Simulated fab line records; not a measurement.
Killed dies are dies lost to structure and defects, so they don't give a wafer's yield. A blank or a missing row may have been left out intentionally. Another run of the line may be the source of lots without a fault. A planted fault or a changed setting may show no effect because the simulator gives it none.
Matching of chambers || flow nand_harc || 4 sister chambers for NHARC_P_M0_STRIP_18 on rie_diel-01
The step strips in N2/H2. 18 wafers are shown with their chamber, then 9 later ones without.

== WAFERS PAIRED WITH THEIR CHAMBERS ==
{"wafer": "L081.1", "chamber": 2, "drypump_motor_current_A (A)": 5.9, "rf_vpp_V (V)": 91.2, "oes_product_au (a.u.)": 0.982}
{"wafer": "L081.2", "chamber": 3, "drypump_motor_current_A (A)": 5.6, "rf_vpp_V (V)": 89.8, "oes_product_au (a.u.)": 1.001}
{"wafer": "L081.4", "chamber": 2, "drypump_motor_current_A (A)": 5.9, "rf_vpp_V (V)": 90.0, "oes_product_au (a.u.)": 0.984}
{"wafer": "L082.2", "chamber": 2, "drypump_motor_current_A (A)": 5.9, "rf_vpp_V (V)": 91.0, "oes_product_au (a.u.)": 0.980}
{"wafer": "L082.5", "chamber": 2, "drypump_motor_current_A (A)": 5.9, "rf_vpp_V (V)": 91.2, "oes_product_au (a.u.)": 0.981}
{"wafer": "L082.6", "chamber": 1, "drypump_motor_current_A (A)": 6.1, "rf_vpp_V (V)": 92.6, "oes_product_au (a.u.)": 0.996}
{"wafer": "L086.2", "chamber": 2, "drypump_motor_current_A (A)": 6.0, "rf_vpp_V (V)": 91.5, "oes_product_au (a.u.)": 0.986}
{"wafer": "L086.3", "chamber": 0, "drypump_motor_current_A (A)": 6.1, "rf_vpp_V (V)": 89.1, "oes_product_au (a.u.)": 0.989}
{"wafer": "L086.4", "chamber": 3, "drypump_motor_current_A (A)": 5.6, "rf_vpp_V (V)": 91.3, "oes_product_au (a.u.)": 0.991}
{"wafer": "L087.2", "chamber": 0, "drypump_motor_current_A (A)": 6.1, "rf_vpp_V (V)": 89.5, "oes_product_au (a.u.)": 0.994}
{"wafer": "L087.4", "chamber": 3, "drypump_motor_current_A (A)": 5.7, "rf_vpp_V (V)": 90.8, "oes_product_au (a.u.)": 0.995}
{"wafer": "L087.5", "chamber": 2, "drypump_motor_current_A (A)": 5.9, "rf_vpp_V (V)": 89.7, "oes_product_au (a.u.)": 0.978}
{"wafer": "L088.3", "chamber": 1, "drypump_motor_current_A (A)": 6.1, "rf_vpp_V (V)": 92.0, "oes_product_au (a.u.)": 1.010}
{"wafer": "L088.5", "chamber": 2, "drypump_motor_current_A (A)": 6.0, "rf_vpp_V (V)": 91.1, "oes_product_au (a.u.)": 0.989}
{"wafer": "L088.6", "chamber": 3, "drypump_motor_current_A (A)": 5.6, "rf_vpp_V (V)": 90.9, "oes_product_au (a.u.)": 0.995}
{"wafer": "L090.1", "chamber": 1, "drypump_motor_current_A (A)": 6.1, "rf_vpp_V (V)": 92.1, "oes_product_au (a.u.)": 1.014}
{"wafer": "L090.3", "chamber": 2, "drypump_motor_current_A (A)": 5.9, "rf_vpp_V (V)": 91.2, "oes_product_au (a.u.)": 0.988}
{"wafer": "L090.6", "chamber": 0, "drypump_motor_current_A (A)": 6.1, "rf_vpp_V (V)": 89.9, "oes_product_au (a.u.)": 0.990}

SIGNATURES, as means of the wafers listed above
{"reading": "drypump_motor_current_A", "chamber 0": 6.100, "chamber 1": 6.100, "chamber 2": 5.925, "chamber 3": 5.625, "scatter within a chamber": 0.0401}
{"reading": "rf_vpp_V", "chamber 0": 89.500, "chamber 1": 92.233, "chamber 2": 90.862, "chamber 3": 90.700, "scatter within a chamber": 0.577}
{"reading": "oes_product_au", "chamber 0": 0.99100, "chamber 1": 1.00667, "chamber 2": 0.98350, "chamber 3": 0.99550, "scatter within a chamber": 0.00501}
Rule: for each reading, subtract the chamber's mean from the wafer's reading, divide by that reading's scatter and square the result; add these up over the readings and take the root, which gives the wafer's distance from the chamber. The wafer belongs to the nearest chamber; if the next one is less than 2 further off, it can't be placed. How the scatter is found: for the shown wafers, subtract from each reading the mean of its chamber, square and add these, divide the total by (wafers less chambers), then take the root.

== WAFERS MISSING THEIR CHAMBER ==
{"wafer": "L091.4", "drypump_motor_current_A (A)": 5.6, "rf_vpp_V (V)": 92.5, "oes_product_au (a.u.)": 0.987}
{"wafer": "L091.5", "drypump_motor_current_A (A)": 6.1, "rf_vpp_V (V)": 91.2, "oes_product_au (a.u.)": 1.009}
{"wafer": "L091.6", "drypump_motor_current_A (A)": 5.9, "rf_vpp_V (V)": 91.3, "oes_product_au (a.u.)": 0.985}
{"wafer": "L092.2", "drypump_motor_current_A (A)": 6.0, "rf_vpp_V (V)": 90.9, "oes_product_au (a.u.)": 0.977}
{"wafer": "L092.5", "drypump_motor_current_A (A)": 5.9, "rf_vpp_V (V)": 91.4, "oes_product_au (a.u.)": 0.989}
{"wafer": "L092.6", "drypump_motor_current_A (A)": 6.1, "rf_vpp_V (V)": 89.5, "oes_product_au (a.u.)": 0.984}
{"wafer": "L095.1", "drypump_motor_current_A (A)": 5.6, "rf_vpp_V (V)": 90.3, "oes_product_au (a.u.)": 0.993}
{"wafer": "L095.2", "drypump_motor_current_A (A)": 6.0, "rf_vpp_V (V)": 91.6, "oes_product_au (a.u.)": 0.987}
{"wafer": "L095.6", "drypump_motor_current_A (A)": 6.1, "rf_vpp_V (V)": 91.5, "oes_product_au (a.u.)": 1.003}

== EACH ONE'S CHAMBER ==
{"wafer": "L091.4", "from the rows above": 3, "in truth": 3}
{"wafer": "L091.5", "from the rows above": 1, "in truth": 1}
{"wafer": "L091.6", "from the rows above": 2, "in truth": 2}
{"wafer": "L092.2", "from the rows above": 2, "in truth": 2}
{"wafer": "L092.5", "from the rows above": 2, "in truth": 2}
{"wafer": "L092.6", "from the rows above": 0, "in truth": 0}
{"wafer": "L095.1", "from the rows above": 3, "in truth": 3}
{"wafer": "L095.2", "from the rows above": 2, "in truth": 2}
{"wafer": "L095.6", "from the rows above": 1, "in truth": 1}
Placed correctly: 9 of 9. From these rows, 0 cannot be placed. Wrongly placed: 0.
